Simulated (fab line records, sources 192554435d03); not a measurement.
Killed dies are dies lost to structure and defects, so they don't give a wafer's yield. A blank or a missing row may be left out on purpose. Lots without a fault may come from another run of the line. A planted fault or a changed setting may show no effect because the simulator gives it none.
Which tool did it? | flow n5_finfet | 24 lots, 72 wafers sampled, at 6 steps of a route of 1938

WHAT THE GAUGES READ, wafer by wafer
N5_BEOL_M3_RS_MEAS_58: measures by four-point-probe. Usual: M3_RS 0.67 ohm/sq, standard deviation 0.035.
lot  | measured     | on            | M3_RS (ohm/sq) | flag
L075 | day 7 06:17  | film_metro-01 | 0.69 0.67 0.73 |
L074 | day 7 11:11  | film_metro-01 | 0.63 0.62 0.65 |
L076 | day 7 14:15  | film_metro-02 | 0.67 0.70 0.65 |
L077 | day 7 20:49  | film_metro-01 | 0.70 0.70 0.69 |
L079 | day 8 15:04  | film_metro-01 | 0.74 0.70 0.67 |
L078 | day 8 18:08  | film_metro-01 | 0.64 0.67 0.67 |
L080 | day 9 03:37  | film_metro-01 | 0.67 0.69 0.69 |
L081 | day 9 07:07  | film_metro-02 | 0.65 0.66 0.66 |
L082 | day 9 06:57  | film_metro-02 | 0.72 0.64 0.70 |
L083 | day 9 07:58  | film_metro-02 | 0.75 0.64 0.68 |
L084 | day 10 01:20 | film_metro-01 | 0.64 0.67 0.65 |
L085 | day 10 10:19 | film_metro-02 | 0.70 0.73 0.66 |
L086 | day 10 14:20 | film_metro-02 | 0.68 0.68 0.63 |
L087 | day 11 07:33 | film_metro-02 | 0.70 0.63 0.62 |
L088 | day 11 15:18 | film_metro-01 | 0.64 0.66 0.66 |
L089 | day 11 17:22 | film_metro-02 | 0.66 0.68 0.60 |
L091 | day 11 18:56 | film_metro-02 | 0.64 0.60 0.61 |
L090 | day 11 19:20 | film_metro-01 | 0.74 0.69 0.66 |
L092 | day 12 03:59 | film_metro-01 | 0.61 0.64 0.60 |
L093 | day 12 09:41 | film_metro-01 | 0.72 0.75 0.68 |
L094 | day 12 11:32 | film_metro-02 | 0.70 0.69 0.69 |
L095 | day 12 17:40 | film_metro-01 | 0.72 0.71 0.68 |
L096 | day 13 04:28 | film_metro-01 | 0.65 0.71 0.68 |
L097 | day 13 10:25 | film_metro-01 | 0.69 0.67 0.68 |

N5_BEOL_M4_OVL_MEAS_12. Usual: M4_OVL 0.7 nm, standard deviation 0.68.
lot  | measured     | on         | M4_OVL (nm)    | flag
L075 | day 7 09:02  | overlay-01 | 1.0 0.6 0.8    |
L074 | day 7 12:42  | overlay-01 | 1.2 0.4 0.9    |
L076 | day 7 15:48  | overlay-02 | 2.3 0.5 0.2    |
L077 | day 7 21:41  | overlay-02 | -0.8 -0.3 0.6  |
L079 | day 8 17:17  | overlay-01 | -0.1 1.0 0.7   |
L078 | day 8 20:24  | overlay-01 | -0.8 -0.4 -0.5 |
L080 | day 9 04:31  | overlay-02 | 0.3 0.3 1.3    |
L081 | day 9 07:47  | overlay-01 | -0.2 -0.2 0.4  |
L082 | day 9 07:36  | overlay-02 | 1.2 1.0 2.0    |
L083 | day 9 08:37  | overlay-01 | 1.5 1.1 1.3    |
L084 | day 10 03:37 | overlay-02 | 0.2 -0.1 0.7   |
L085 | day 10 11:38 | overlay-02 | 0.7 0.8 0.4    |
L086 | day 10 15:01 | overlay-01 | 0.9 0.0 0.5    |
L087 | day 11 10:00 | overlay-02 | 1.5 1.5 -0.5   |
L088 | day 11 16:34 | overlay-01 | 0.4 0.3 1.1    |
L089 | day 11 19:11 | overlay-02 | 0.8 2.0 1.4    |
L091 | day 11 19:58 | overlay-02 | -0.2 0.6 0.4   |
L090 | day 11 20:04 | overlay-02 | 0.1 -0.2 0.3   |
L092 | day 12 04:44 | overlay-02 | 1.7 0.7 1.1    |
L093 | day 12 11:02 | overlay-01 | 1.9 1.8 1.9    |
L094 | day 12 13:37 | overlay-02 | 1.7 1.3 1.3    |
L095 | day 12 21:08 | overlay-02 | 0.5 1.6 1.6    |
L096 | day 13 06:55 | overlay-01 | 1.0 0.3 1.0    |
L097 | day 13 11:55 | overlay-01 | 0.4 0.5 0.4    |

WHICH TOOL RAN EACH LOT (tool, then ch and the chambers of the sampled wafers, then the start)
lot  | N5_BEOL_M3_STRIP_97                           | N5_BEOL_M3_SPUTTER_81        | N5_BEOL_M3_PRE_CLEAN_60          | N5_BEOL_M4_HM_DEP_02
L075 | rie_diel-01 ch 1,2,3, day 7 03:53 or earlier  | pvd_sputter-01, day 7 03:53  | cvd_co-01 ch 0,1,2, day 7 06:03  | pvd_sputter-01, day 7 08:35
L074 | rie_diel-04 ch 0,2,3, day 7 08:47 or earlier  | pvd_sputter-02, day 7 08:47  | cvd_co-01 ch 0,1, day 7 10:58    | pvd_sputter-02, day 7 12:09
L076 | rie_diel-04 ch 0,1,3, day 7 11:50 or earlier  | pvd_sputter-03, day 7 11:50  | cvd_co-02 ch 0, day 7 13:58      | pvd_sputter-02, day 7 15:22
L077 | rie_diel-01 ch 1,2,3, day 7 18:23 or earlier  | pvd_sputter-03, day 7 18:23  | cvd_co-02 ch 0,2, day 7 20:32    | pvd_sputter-03, day 7 21:07
L079 | rie_diel-03 ch 0,2,3, day 8 12:40 or earlier  | pvd_sputter-03, day 8 12:40  | cvd_co-01 ch 1,2, day 8 14:50    | pvd_sputter-01, day 8 16:50
L078 | rie_diel-01 ch 1,2, day 8 15:22 or earlier    | pvd_sputter-01, day 8 15:22  | cvd_co-01 ch 0,1, day 8 17:39    | pvd_sputter-01, day 8 19:58
L080 | rie_diel-01 ch 0,2, day 9 01:14 or earlier    | pvd_sputter-03, day 9 01:14  | cvd_co-01 ch 0,1,2, day 9 03:23  | pvd_sputter-01, day 9 03:58
L081 | rie_diel-01 ch 0,1, day 9 04:37 or earlier    | pvd_sputter-02, day 9 04:37  | cvd_co-01 ch 0,1, day 9 06:54    | pvd_sputter-02, day 9 07:20
L082 | rie_diel-04 ch 1,2,3, day 9 04:35 or earlier  | pvd_sputter-01, day 9 04:35  | cvd_co-01 ch 1,2, day 9 06:43    | pvd_sputter-01, day 9 07:10
L083 | rie_diel-03 ch 0,1,2, day 9 05:06 or earlier  | pvd_sputter-03, day 9 05:06  | cvd_co-02 ch 0,1,2, day 9 07:44  | pvd_sputter-03, day 9 08:11
L084 | rie_diel-01 ch 0,1,3, day 9 22:59 or earlier  | pvd_sputter-02, day 9 22:59  | cvd_co-02 ch 1,2, day 10 01:07   | pvd_sputter-02, day 10 03:12
L085 | rie_diel-04 ch 0,1,2, day 10 07:55 or earlier | pvd_sputter-03, day 10 07:55 | cvd_co-01 ch 0,2, day 10 10:05   | pvd_sputter-02, day 10 11:11
L086 | rie_diel-01 ch 0,1,3, day 10 11:58 or earlier | pvd_sputter-02, day 10 11:58 | cvd_co-02 ch 0,1, day 10 14:07   | pvd_sputter-02, day 10 14:35
L087 | rie_diel-03 ch 1,2, day 11 05:11 or earlier   | pvd_sputter-02, day 11 05:11 | cvd_co-01 ch 0,1, day 11 07:20   | pvd_sputter-01, day 11 09:27
L088 | rie_diel-01 ch 1,2, day 11 12:54 or earlier   | pvd_sputter-02, day 11 12:54 | cvd_co-01 ch 0,1, day 11 15:03   | pvd_sputter-02, day 11 16:08
L089 | rie_diel-04 ch 1,3, day 11 14:44 or earlier   | pvd_sputter-02, day 11 14:44 | cvd_co-01 ch 0,1, day 11 17:07   | pvd_sputter-03, day 11 18:46
L091 | rie_diel-04 ch 2,3, day 11 16:31 or earlier   | pvd_sputter-01, day 11 16:31 | cvd_co-02 ch 0,1,2, day 11 18:41 | pvd_sputter-02, day 11 19:31
L090 | rie_diel-03 ch 1,3, day 11 16:55 or earlier   | pvd_sputter-02, day 11 16:55 | cvd_co-02 ch 0,1, day 11 19:05   | pvd_sputter-02, day 11 19:37
L092 | rie_diel-04 ch 0,1,2, day 12 01:33 or earlier | pvd_sputter-01, day 12 01:33 | cvd_co-02 ch 0,2, day 12 03:43   | pvd_sputter-03, day 12 04:17
L093 | rie_diel-03 ch 1,2, day 12 07:07 or earlier   | pvd_sputter-02, day 12 07:07 | cvd_co-01 ch 1,2, day 12 09:28   | pvd_sputter-03, day 12 10:37
L094 | rie_diel-04 ch 0,1, day 12 09:08 or earlier   | pvd_sputter-02, day 12 09:08 | cvd_co-01 ch 0,2, day 12 11:18   | pvd_sputter-02, day 12 13:11
L095 | rie_diel-01 ch 0,1,3, day 12 15:14 or earlier | pvd_sputter-01, day 12 15:14 | cvd_co-02 ch 0,2, day 12 17:23   | pvd_sputter-02, day 12 20:43
L096 | rie_diel-03 ch 0,2,3, day 13 01:56 or earlier | pvd_sputter-03, day 13 01:56 | cvd_co-01 ch 0,2, day 13 04:14   | pvd_sputter-02, day 13 06:29
L097 | rie_diel-01 ch 0,1,2, day 13 08:01 or earlier | pvd_sputter-02, day 13 08:01 | cvd_co-01 ch 0,1, day 13 10:10   | pvd_sputter-02, day 13 11:29
- N5_BEOL_M3_STRIP_97: strips in N2/H2, time 10 s.
- N5_BEOL_M3_SPUTTER_81: material Cu, target thk 4.5 nm, time 8.29 s.
- N5_BEOL_M3_PRE_CLEAN_60: time 15 s.
- N5_BEOL_M4_HM_DEP_02: deposits TiN, target thk 20 nm.

WHAT THE TOOLS THEMSELVES READ (means of the sampled wafers that have a number; where no wafer has one, the mark that the record gives instead)
N5_BEOL_M3_STRIP_97. Usual: drypump_motor_current_A 5.6 A, standard deviation 0.43; oes_product_au 0.81 a.u., standard deviation 0.096; rf_vpp_V 59.1 V, standard deviation 0.89; showerhead_plenum_p_Torr 2.50 Torr, standard deviation 0.091; throttle_valve_pct 23.47 %, standard deviation 0.26.
lot  | tool        | drypump_motor_current_A (A) | oes_product_au (a.u.) | rf_vpp_V (V) | showerhead_plenum_p_Torr (Torr) | throttle_valve_pct (%) | flag
L075 | rie_diel-01 | 5.5                         | 0.81                  | 58.8         | 2.53                            | 23.48                  |
L074 | rie_diel-04 | 5.7                         | 0.76                  | 58.5         | 2.50                            | 23.49                  |
L076 | rie_diel-04 | 5.6                         | 0.72                  | 58.4         | 2.42                            | 23.53                  |
L077 | rie_diel-01 | 5.5                         | 0.80                  | 60.3         | 2.53                            | 23.49                  |
L079 | rie_diel-03 | 5.6                         | 0.77                  | 59.1         | 2.54                            | 23.45                  |
L078 | rie_diel-01 | 5.6                         | 0.82                  | 59.2         | 2.47                            | 23.45                  |
L080 | rie_diel-01 | 5.0                         | 0.89                  | 57.8         | 2.49                            | 23.38                  |
L081 | rie_diel-01 | 5.5                         | 0.88                  | 59.0         | 2.49                            | 23.41                  |
L082 | rie_diel-04 | 5.7                         | 0.77                  | 59.1         | 2.44                            | 23.26                  |
L083 | rie_diel-03 | 5.8                         | 0.77                  | 59.4         | 2.57                            | 23.49                  |
L084 | rie_diel-01 | 5.5                         | 0.84                  | 58.7         | 2.54                            | 23.48                  |
L085 | rie_diel-04 | 5.9                         | 0.77                  | 59.3         | 2.47                            | 23.52                  |
L086 | rie_diel-01 | 5.5                         | 0.83                  | 59.1         | 2.54                            | 23.48                  |
L087 | rie_diel-03 | 5.9                         | 0.93                  | 59.7         | 2.60                            | 23.69                  |
L088 | rie_diel-01 | 5.6                         | 0.80                  | 59.1         | 2.46                            | 23.47                  |
L089 | rie_diel-04 | 5.5                         | 0.72                  | 59.6         | 2.35                            | 23.33                  |
L091 | rie_diel-04 | 5.5                         | 0.73                  | 59.1         | 2.46                            | 23.28                  |
L090 | rie_diel-03 | 5.9                         | 0.75                  | 59.0         | 2.54                            | 23.94                  |
L092 | rie_diel-04 | 5.9                         | 0.86                  | 58.0         | 2.46                            | 23.44                  |
L093 | rie_diel-03 | 5.4                         | 0.89                  | 59.3         | 2.59                            | 23.49                  |
L094 | rie_diel-04 | 5.8                         | 0.89                  | 59.2         | 2.43                            | 23.64                  |
L095 | rie_diel-01 | 5.4                         | 0.81                  | 59.3         | 2.54                            | 23.50                  |
L096 | rie_diel-03 | 5.6                         | 0.94                  | 60.0         | 2.52                            | 23.36                  |
L097 | rie_diel-01 | 5.3                         | 0.81                  | 59.5         | 2.46                            | 23.45                  |

N5_BEOL_M3_SPUTTER_81. Usual: throttle_valve_pct 29.9 %, standard deviation 1.2.
lot  | tool           | throttle_valve_pct (%) | flag
L075 | pvd_sputter-01 | 30.4                   |
L074 | pvd_sputter-02 | 29.7                   |
L076 | pvd_sputter-03 | 30.0                   |
L077 | pvd_sputter-03 | 29.5                   |
L079 | pvd_sputter-03 | 30.0                   |
L078 | pvd_sputter-01 | 30.9                   |
L080 | pvd_sputter-03 | 29.6                   |
L081 | pvd_sputter-02 | 28.5                   |
L082 | pvd_sputter-01 | 31.3                   |
L083 | pvd_sputter-03 | 30.0                   |
L084 | pvd_sputter-02 | 30.0                   |
L085 | pvd_sputter-03 | 29.5                   |
L086 | pvd_sputter-02 | 29.4                   |
L087 | pvd_sputter-02 | 29.6                   |
L088 | pvd_sputter-02 | 29.7                   |
L089 | pvd_sputter-02 | 28.9                   |
L091 | pvd_sputter-01 | 29.8                   |
L090 | pvd_sputter-02 | 30.0                   |
L092 | pvd_sputter-01 | 30.3                   |
L093 | pvd_sputter-02 | 29.5                   |
L094 | pvd_sputter-02 | 29.3                   |
L095 | pvd_sputter-01 | 30.6                   |
L096 | pvd_sputter-03 | 29.2                   |
L097 | pvd_sputter-02 | 28.9                   |

N5_BEOL_M3_PRE_CLEAN_60. Usual: heater_power_w 88 W, standard deviation 13.
lot  | tool      | heater_power_w (W) | flag
L075 | cvd_co-01 | 91                 |
L074 | cvd_co-01 | 84                 |
L076 | cvd_co-02 | 87                 |
L077 | cvd_co-02 | 79                 |
L079 | cvd_co-01 | 84                 |
L078 | cvd_co-01 | 92                 |
L080 | cvd_co-01 | 91                 |
L081 | cvd_co-01 | 92                 |
L082 | cvd_co-01 | 85                 |
L083 | cvd_co-02 | 83                 |
L084 | cvd_co-02 | 86                 |
L085 | cvd_co-01 | 99                 |
L086 | cvd_co-02 | 94                 |
L087 | cvd_co-01 | 91                 |
L088 | cvd_co-01 | 83                 |
L089 | cvd_co-01 | 92                 |
L091 | cvd_co-02 | 83                 |
L090 | cvd_co-02 | 94                 |
L092 | cvd_co-02 | 73                 |
L093 | cvd_co-01 | 94                 |
L094 | cvd_co-01 | 98                 |
L095 | cvd_co-02 | 74                 |
L096 | cvd_co-01 | 100                |
L097 | cvd_co-01 | 91                 |

N5_BEOL_M4_HM_DEP_02. Usual: throttle_valve_pct 29.9 %, standard deviation 1.1.
lot  | tool           | throttle_valve_pct (%) | flag
L075 | pvd_sputter-01 | 29.9                   |
L074 | pvd_sputter-02 | 29.8                   |
L076 | pvd_sputter-02 | 29.9                   |
L077 | pvd_sputter-03 | 29.8                   |
L079 | pvd_sputter-01 | 29.4                   |
L078 | pvd_sputter-01 | 30.7                   |
L080 | pvd_sputter-01 | 30.4                   |
L081 | pvd_sputter-02 | 29.9                   |
L082 | pvd_sputter-01 | 29.9                   |
L083 | pvd_sputter-03 | 29.9                   |
L084 | pvd_sputter-02 | 29.6                   |
L085 | pvd_sputter-02 | 29.3                   |
L086 | pvd_sputter-02 | 29.1                   |
L087 | pvd_sputter-01 | 31.0                   |
L088 | pvd_sputter-02 | 30.3                   |
L089 | pvd_sputter-03 | 29.7                   |
L091 | pvd_sputter-02 | 29.5                   |
L090 | pvd_sputter-02 | 29.6                   |
L092 | pvd_sputter-03 | 29.9                   |
L093 | pvd_sputter-03 | 30.5                   |
L094 | pvd_sputter-02 | 30.2                   |
L095 | pvd_sputter-02 | 29.4                   |
L096 | pvd_sputter-02 | 29.5                   |
L097 | pvd_sputter-02 | 29.1                   |

THE ANSWER, worked out from the rows above alone
Rule: a lot is off if the mean of its wafers that have a number lies more than 3 standard deviations from the usual mean. A lot without any number at a reading at which 4 lots or more have one is off too. The other lots that the step has rows for count as sound. The gauges are gone through in route order, then the tools' own readings, and for those a lot's mean is taken as printed above. The first step at which some lot is off is used, and at that step the reading that is off furthest; a lot without a number counts as furthest.
No lot is off at any reading shown: from this, nothing can be told.

WHAT THE SIMULATOR HAD PUT IN
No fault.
